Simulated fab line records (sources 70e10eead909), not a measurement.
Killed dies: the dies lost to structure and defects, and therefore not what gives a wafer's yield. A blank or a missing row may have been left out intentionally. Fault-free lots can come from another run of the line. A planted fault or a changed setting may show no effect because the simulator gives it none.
Chamber matching	flow nandHarc	cmp-04 running NHARC_A_M0_CMP_23: 4 sister chambers
The step polishes, t overpolish 20 s, target thk 113.75 nm. 8 wafers are shown with their chamber, then 8 later ones without.

WAFERS PAIRED WITH THEIR CHAMBERS
wafer	chamber	motorCurrentA (A)	timeToEndpointS (s)
L076.1	3	12.7	25.2
L076.4	2	11.2	25.7
L085.3	3	12.9	32.5
L085.5	2	11.5	31.6
L089.3	0	12.0	31.1
L089.4	1	12.2	31.9
L089.5	0	12.2	29.9
L096.1	1	11.8	31.0

WAFERS MISSING THEIR CHAMBER
wafer	motorCurrentA (A)	timeToEndpointS (s)
L096.3	12.8	28.1
L096.4	12.1	27.2
L095.1	11.5	30.5
L095.2	12.8	31.1
L095.3	11.5	26.3
L093.2	12.4	27.0
L093.4	13.1	27.2
L093.6	11.3	27.3

WHICH CHAMBER EACH ONE RAN IN
wafer	from the rows above	in truth
L096.3	3	3
L096.4	can't be placed: 0 or 1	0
L095.1	can't be placed: 2 or 1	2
L095.2	3	3
L095.3	can't be placed: 2 or 1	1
L093.2	can't be placed: 0 or 3 or 1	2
L093.4	3	3
L093.6	2	2
Placed correctly: 4 of 8. These rows do not allow placing 4 (true chamber among the candidates in 3). Placed wrongly: 0.
How it was worked out, from the rows above alone: a wafer's distance from a chamber is the root of the sum, over the readings, of the square of ((its reading less the chamber's mean) divided by the reading's scatter). If the next closest chamber is less than 2 further off than the closest, the wafer can't be placed; otherwise it belongs to the closest. The mean given for a chamber averages the wafers shown for that chamber. How the scatter is found: for the shown wafers, subtract from each reading the mean of its chamber, square and add these, divide the total by (wafers less chambers), then take the root.
